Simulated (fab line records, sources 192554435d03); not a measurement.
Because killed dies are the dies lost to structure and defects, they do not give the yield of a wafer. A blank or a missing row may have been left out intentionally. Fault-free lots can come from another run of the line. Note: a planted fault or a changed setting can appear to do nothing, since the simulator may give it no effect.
Lot-split experiment ; flow n5Finfet ; on a route of 1938 steps: 7 lots, 21 wafers read

== THE SPLIT ITSELF ==
At N5_BEOL_M7_ETCH_41 (etches SiCN in CH3F/O2, target depth 31.9 nm, time 57.8 s), the setting sourceW was moved away from the recipe's 395 W on 9 of the 21 wafers read, by -15.7% to +14.0%. The other wafers ran this setting at the recipe's value.

The reading is taken at the split's own step.

== THE READING ==
rfVppV, in V, at N5_BEOL_M7_ETCH_41 (etches SiCN in CH3F/O2, target depth 31.9 nm, time 57.8 s). Typical for fault-free wafers on this fab line: 298.2 V, with standard deviation 1.7 V.

wafer;tool, chamber at the split;sourceW as run, W;against the recipe;rfVppV, V;against lot-mates on the recipe
L075.1;rieDiel-06, 0;417.5;+5.7%;289.3;-7.4
L075.3;rieDiel-06, 2;395;recipe;296.4;-
L075.6;rieDiel-06, 2;395;recipe;297.0;-
L077.1;rieDiel-02, 1;395;recipe;300.0;-
L077.2;rieDiel-02, 3;450.2;+14.0%;286.5;-13.5
L077.5;rieDiel-02, 0;450.2;+14.0%;286.4;-13.6
L080.4;rieDiel-05, 0;395;recipe;294.8;-
L080.5;rieDiel-05, 0;395;recipe;295.2;-
L080.6;rieDiel-05, 1;395;recipe;296.4;-
L082.1;rieDiel-06, 0;395;recipe;295.8;-
L082.2;rieDiel-06, 3;336.7;-14.8%;314.8;+19.0
L082.4;rieDiel-06, 1;336.7;-14.8%;317.3;+21.5
L083.1;rieDiel-06, 1;419.4;+6.2%;293.6;-4.1
L083.4;rieDiel-06, 2;419.4;+6.2%;290.6;-7.1
L083.6;rieDiel-06, 3;395;recipe;297.7;-
L093.1;rieDiel-06, 0;332.9;-15.7%;312.5;+12.8
L093.3;rieDiel-06, 3;395;recipe;299.7;-
L093.6;rieDiel-06, 1;332.9;-15.7%;316.4;+16.7
L097.2;rieDiel-06, 0;395;recipe;295.5;-
L097.3;rieDiel-06, 2;395;recipe;296.6;-
L097.4;rieDiel-06, 3;395;recipe;298.1;-

THE FIT
A straight line over all 21 wafers: rfVppV changes by -1.05 V for each +1% of sourceW; r = -0.97; the points scatter about the line by 2.3 V.
The same after taking each lot's own level away (the mean of its wafers on the recipe; 21 wafers): -1.08 V for each +1%; r = -0.98; scatter 2 V.
On that fit, the largest move of sourceW shifts the reading by 17 V.
Measured against the standard deviation above, the lots' own levels, which go from 295.47 to 300.00 V, span 2.7 times it.
Hence the lot-to-lot level has little effect on the slope; both slopes agree.
Check: with one of the wafers moved furthest among these (-15.7%) left out of the fit, the line predicts +18.6 V for it against its lot-mates. It came out at +12.8 V against them.
Tool readings at the split's step, against how far the setting was moved: rfVppV r = -0.97.

== THESE WAFERS: OTHER SPLITS ==
Note: prior to the reading, these wafers also went through further splits. Each is held against what the fit with the lots' levels taken away leaves over:
other split on the same wafers;wafers away from the commonest value;r with rfVppV (lot level and that fit taken away)
N5_BEOL_M7_DESCUM_33 timeS;9;+0.18

== FILE'S OWN FIT ==
rfVppV changes by -1.09 V for each +1% of sourceW, r = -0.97.
